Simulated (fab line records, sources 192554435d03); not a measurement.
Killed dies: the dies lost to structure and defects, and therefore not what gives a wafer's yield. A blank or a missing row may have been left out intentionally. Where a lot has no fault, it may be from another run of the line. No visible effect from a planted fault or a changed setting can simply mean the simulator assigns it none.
Split-lot study :: flow n5 finfet :: route with 1938 steps; 7 lots, 21 wafers read

== ON THE SPLIT ==
At N5_SD_EPI_N_ETCH_35 (etches SOC in N2/H2, overetch 108 nm, time 486 s), the setting time s was moved away from the recipe's 486 s on 4 of the 21 wafers read, by -17.3% to +22.3%. All remaining wafers had this setting at the recipe value.

== FROM THE SPLIT TO THE READING: what the file shows between them, 3 steps ==
- N5_SD_EPI_N_STRIP_36: strips in N2/H2
- N5_SD_EPI_N_ETCHBACK_44: etches SiNx in CH3F/O2, stops on SiO2, target depth 14.5 nm
- N5_SD_EPI_N_ETCH_45: etches SiOCN in CH3F/O2, target depth 6 nm

== THE READING ==
SiARC_of_SD_EPI_N_COAT_33.thk nm (the simulator's own value, which no gauge read), in nm, at N5_SD_EPI_N_ETCH_16 (etches SiO2 in CHF3/O2, target depth 5 nm). No usual value for it is given in the file. Here, 17 wafers ran the recipe; their average is 12.6 nm with a standard deviation of 0.47 nm.

wafer: L079.3
tool, chamber at the split: rie diel-03, 3
time s as run, s: 486
against the recipe: recipe
SiARC_of_SD_EPI_N_COAT_33.thk nm, nm: 12.2
against lot-mates on the recipe: -

wafer: L079.5
tool, chamber at the split: rie diel-03, 0
time s as run, s: 486
against the recipe: recipe
SiARC_of_SD_EPI_N_COAT_33.thk nm, nm: 12.2
against lot-mates on the recipe: -

wafer: L079.6
tool, chamber at the split: rie diel-03, 1
time s as run, s: 486
against the recipe: recipe
SiARC_of_SD_EPI_N_COAT_33.thk nm, nm: 12.8
against lot-mates on the recipe: -

wafer: L080.1
tool, chamber at the split: rie diel-03, 1
time s as run, s: 594.5
against the recipe: +22.3%
SiARC_of_SD_EPI_N_COAT_33.thk nm, nm: 9.6
against lot-mates on the recipe: -2.6

wafer: L080.5
tool, chamber at the split: rie diel-03, 0
time s as run, s: 594.5
against the recipe: +22.3%
SiARC_of_SD_EPI_N_COAT_33.thk nm, nm: 9
against lot-mates on the recipe: -3.2

wafer: L080.6
tool, chamber at the split: rie diel-03, 3
time s as run, s: 486
against the recipe: recipe
SiARC_of_SD_EPI_N_COAT_33.thk nm, nm: 12.2
against lot-mates on the recipe: -

wafer: L086.1
tool, chamber at the split: rie diel-02, 3
time s as run, s: 486
against the recipe: recipe
SiARC_of_SD_EPI_N_COAT_33.thk nm, nm: 12.8
against lot-mates on the recipe: -

wafer: L086.2
tool, chamber at the split: rie diel-02, 0
time s as run, s: 486
against the recipe: recipe
SiARC_of_SD_EPI_N_COAT_33.thk nm, nm: 13.6
against lot-mates on the recipe: -

wafer: L086.3
tool, chamber at the split: rie diel-02, 2
time s as run, s: 486
against the recipe: recipe
SiARC_of_SD_EPI_N_COAT_33.thk nm, nm: 12.2
against lot-mates on the recipe: -

wafer: L087.1
tool, chamber at the split: rie diel-03, 1
time s as run, s: 486
against the recipe: recipe
SiARC_of_SD_EPI_N_COAT_33.thk nm, nm: 13
against lot-mates on the recipe: -

wafer: L087.4
tool, chamber at the split: rie diel-03, 0
time s as run, s: 486
against the recipe: recipe
SiARC_of_SD_EPI_N_COAT_33.thk nm, nm: 12.4
against lot-mates on the recipe: -

wafer: L087.5
tool, chamber at the split: rie diel-03, 0
time s as run, s: 486
against the recipe: recipe
SiARC_of_SD_EPI_N_COAT_33.thk nm, nm: 12.2
against lot-mates on the recipe: -

wafer: L088.1
tool, chamber at the split: rie diel-06, 2
time s as run, s: 486
against the recipe: recipe
SiARC_of_SD_EPI_N_COAT_33.thk nm, nm: 13.2
against lot-mates on the recipe: -

wafer: L088.3
tool, chamber at the split: rie diel-06, 1
time s as run, s: 486
against the recipe: recipe
SiARC_of_SD_EPI_N_COAT_33.thk nm, nm: 12
against lot-mates on the recipe: -

wafer: L088.6
tool, chamber at the split: rie diel-06, 3
time s as run, s: 561.7
against the recipe: +15.6%
SiARC_of_SD_EPI_N_COAT_33.thk nm, nm: 9.8
against lot-mates on the recipe: -2.8

wafer: L089.2
tool, chamber at the split: rie diel-06, 2
time s as run, s: 486
against the recipe: recipe
SiARC_of_SD_EPI_N_COAT_33.thk nm, nm: 13.2
against lot-mates on the recipe: -

wafer: L089.4
tool, chamber at the split: rie diel-06, 1
time s as run, s: 401.8
against the recipe: -17.3%
SiARC_of_SD_EPI_N_COAT_33.thk nm, nm: 14.6
against lot-mates on the recipe: +1.8

wafer: L089.6
tool, chamber at the split: rie diel-06, 0
time s as run, s: 486
against the recipe: recipe
SiARC_of_SD_EPI_N_COAT_33.thk nm, nm: 12.4
against lot-mates on the recipe: -

wafer: L093.4
tool, chamber at the split: rie diel-06, 2
time s as run, s: 486
against the recipe: recipe
SiARC_of_SD_EPI_N_COAT_33.thk nm, nm: 13.2
against lot-mates on the recipe: -

wafer: L093.5
tool, chamber at the split: rie diel-06, 1
time s as run, s: 486
against the recipe: recipe
SiARC_of_SD_EPI_N_COAT_33.thk nm, nm: 12.4
against lot-mates on the recipe: -

wafer: L093.6
tool, chamber at the split: rie diel-06, 3
time s as run, s: 486
against the recipe: recipe
SiARC_of_SD_EPI_N_COAT_33.thk nm, nm: 12.2
against lot-mates on the recipe: -

FIT RESULTS
A straight line over all 21 wafers: SiARC_of_SD_EPI_N_COAT_33.thk nm changes by -0.145 nm for each +1% of time s; r = -0.93; the points scatter about the line by 0.48 nm.
The same after taking each lot's own level away (the mean of its wafers on the recipe; 21 wafers): -0.131 nm for each +1%; r = -0.93; scatter 0.46 nm.
That fit puts the effect of the largest move of time s on the reading at 2.9 nm.
Across the lots, their own levels run from 12.20 to 12.87 nm, a range of 1.4 times the standard deviation given above.
So the lot-to-lot level changes the slope: the two fits differ.
Check: for one of the wafers moved furthest among these (+22.3%), held out of the fit, the line's prediction against its lot-mates is -3.17 nm. It came out at -2.6 nm against them.

== THESE WAFERS: OTHER SPLITS ==
Note: prior to the reading, these wafers also went through further splits. Each is held against what the fit with the lots' levels taken away leaves over:
other split on the same wafers: N5_WELL_APT_EXPOSE_05 dose mj
wafers away from the commonest value: 6
r with SiARC_of_SD_EPI_N_COAT_33.thk nm (lot level and that fit taken away): +0.27

other split on the same wafers: N5_WELL_APT_DEVELOP_07 develop time s
wafers away from the commonest value: 4
r with SiARC_of_SD_EPI_N_COAT_33.thk nm (lot level and that fit taken away): +0.29

other split on the same wafers: N5_PMOS_HMC_CHANNEL_EPI_EXPOSE_06 dose mj
wafers away from the commonest value: 6
r with SiARC_of_SD_EPI_N_COAT_33.thk nm (lot level and that fit taken away): +0.03

other split on the same wafers: N5_PMOS_HMC_CHANNEL_EPI_DEVELOP_08 develop time s
wafers away from the commonest value: 10
r with SiARC_of_SD_EPI_N_COAT_33.thk nm (lot level and that fit taken away): +0.22

other split on the same wafers: N5_FIN_SAQP_SPACER1_ALD_24 ald cycles
wafers away from the commonest value: 5
r with SiARC_of_SD_EPI_N_COAT_33.thk nm (lot level and that fit taken away): -0.36

== THE WHOLE CHAIN: every reading that the file lists as answering this split, in the file's order ==
step: N5_SD_EPI_N_ETCH_35
what it does: etches SOC in N2/H2, overetch 108 nm, time 486 s
reading: SD_EPI_N.cd nm (the simulator's own value, which no gauge read)
change (the file's fit): +0.211 nm for each +1% of the setting
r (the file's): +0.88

step: N5_SD_EPI_N_ETCH_35
what it does: etches SOC in N2/H2, overetch 108 nm, time 486 s
reading: SiARC_of_SD_EPI_N_COAT_33.thk nm (the simulator's own value, which no gauge read)
change (the file's fit): -0.143 nm for each +1% of the setting
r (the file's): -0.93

step: N5_SD_EPI_N_ETCH_45
what it does: etches SiOCN in CH3F/O2, target depth 6 nm
reading: SD_EPI_N.cd nm (the simulator's own value, which no gauge read)
change (the file's fit): +0.205 nm for each +1% of the setting
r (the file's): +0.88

step: N5_SD_EPI_N_ETCH_16
what it does: etches SiO2 in CHF3/O2, target depth 5 nm
reading: SiARC_of_SD_EPI_N_COAT_33.thk nm (the simulator's own value, which no gauge read)
change (the file's fit): -0.134 nm for each +1% of the setting
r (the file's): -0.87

== THE FILE'S OWN FIT ==
SiARC_of_SD_EPI_N_COAT_33.thk nm changes by -0.134 nm for each +1% of time s, r = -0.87.
